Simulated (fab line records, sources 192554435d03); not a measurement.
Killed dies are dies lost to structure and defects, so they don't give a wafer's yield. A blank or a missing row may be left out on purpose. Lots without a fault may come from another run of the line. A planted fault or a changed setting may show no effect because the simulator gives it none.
Problem report in the 8D (eight disciplines) form, filled by code | flow n5_finfet | the parts of the form that need people (team, actions taken, sign-off) are left out

1. THE PROBLEM
rf_fwd_power_W at N5_BEOL_M1_ETCH_77 reads a mean of 1021.7 W on 1 wafer of 1 lot; wafers without a fault read 819.4 W with a standard deviation of 2.5. That is +81 standard deviations from the usual mean.
The step: etches underlayer in N2/H2, target depth 6.5 nm, time 5.2 s.
First seen on wafer L526.2, day 10 07:50, on rie_diel-03. The record holds 24 wafers of 8 lots with a number at this step. Rule for "out", or "out of limits": more than 4 standard deviations from the usual mean. The other wafers with a number count as sound.

2. WHAT IT IS AND WHAT IT IS NOT
question                    | is                                          | is not
which readings at this step | rf_fwd_power_W, etch_rf_on_time_s, rf_vpp_V | n2_flow_sccm, oes_product_au, showerhead_plenum_p_Torr, throttle_valve_pct
which lots                  | L526                                        | L511, L515, L517, L520, L530, L532, L533
which wafers of those lots  | L526.2                                      | L526.3, L526.5
read on which tools         | rie_diel-03                                 | rie_diel-02
when                        | from day 10 07:50                           | up to then (14 sound wafers); but 9 sound wafers of L530, L532, L533 came after

3. SUSPECTS, AND WHAT RULES EACH OUT
Counting: a tool at a process step up to the reading stays a suspect if it ran every lot that is out. Sound lots after the first of them don't rule it out here, since some wafers of a struck lot are sound.
- rie_diel-06 at N5_BEOL_M1_DESCUM_16 (chemistry O2, time 7 s): kept. It ran the lot that is out, L526 (day 10 06:48); its last sound lot up to then is L520 (day 8 07:23).
- rie_diel-03 at N5_BEOL_M1_ETCH_77 (etches underlayer in N2/H2, target depth 6.5 nm, time 5.2 s): kept. It ran the lot that is out, L526 (day 10 07:50); its last sound lot up to then is L520 (day 8 08:28). Its own readings are out on those wafers: etch_rf_on_time_s, rf_fwd_power_W, rf_vpp_V.
- Within rie_diel-06 at N5_BEOL_M1_DESCUM_16: the wafers that are out ran in chamber 2; their sound lot-mates ran in chambers 1, 3.
- Within rie_diel-03 at N5_BEOL_M1_ETCH_77: the wafers that are out ran in chamber 0; their sound lot-mates ran in chambers 1, 2.
Left after counting: rie_diel-06 at N5_BEOL_M1_DESCUM_16, rie_diel-03 at N5_BEOL_M1_ETCH_77.

4. THE CAUSE (what the simulator had put in)
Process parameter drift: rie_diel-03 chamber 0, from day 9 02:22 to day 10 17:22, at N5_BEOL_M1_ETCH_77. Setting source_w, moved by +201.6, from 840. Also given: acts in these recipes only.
Counting left 2 suspects, and this tool is among them.

5. THE CHAIN OF EFFECTS, in route order
Each row: a reading whose mean over the struck wafers that have a number lies more than 3 standard deviations from the usual. Only readings for which the record gives a usual standard deviation are gone through. hours: the time from each lot's start at the first step in this table that gives one to its start at this step, as a median over the lots. sigmas: the change in usual standard deviations.
hours | step               | reading           | usual   | on struck wafers | change | sigmas
0     | N5_BEOL_M1_ETCH_77 | etch_rf_on_time_s | 5.18 s  | 4.37             | -0.81  | -9.6
0     | N5_BEOL_M1_ETCH_77 | rf_fwd_power_W    | 819.4 W | 1021.7           | +202.3 | +81
0     | N5_BEOL_M1_ETCH_77 | rf_vpp_V          | 523.8 V | 485.3            | -38.5  | -13
The process steps in it:
- N5_BEOL_M1_ETCH_77: etches underlayer in N2/H2, target depth 6.5 nm, time 5.2 s.
Later measuring or inspecting steps at which every struck wafer that the step has a row for has a number for every such reading, and none has moved that far: N5_BEOL_M4_RC_MEAS_101.

6. WHAT WOULD HAVE CAUGHT IT SOONER
In this record the first reading out of limits was taken at day 10 07:50, 29 hours after the fault began at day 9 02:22.
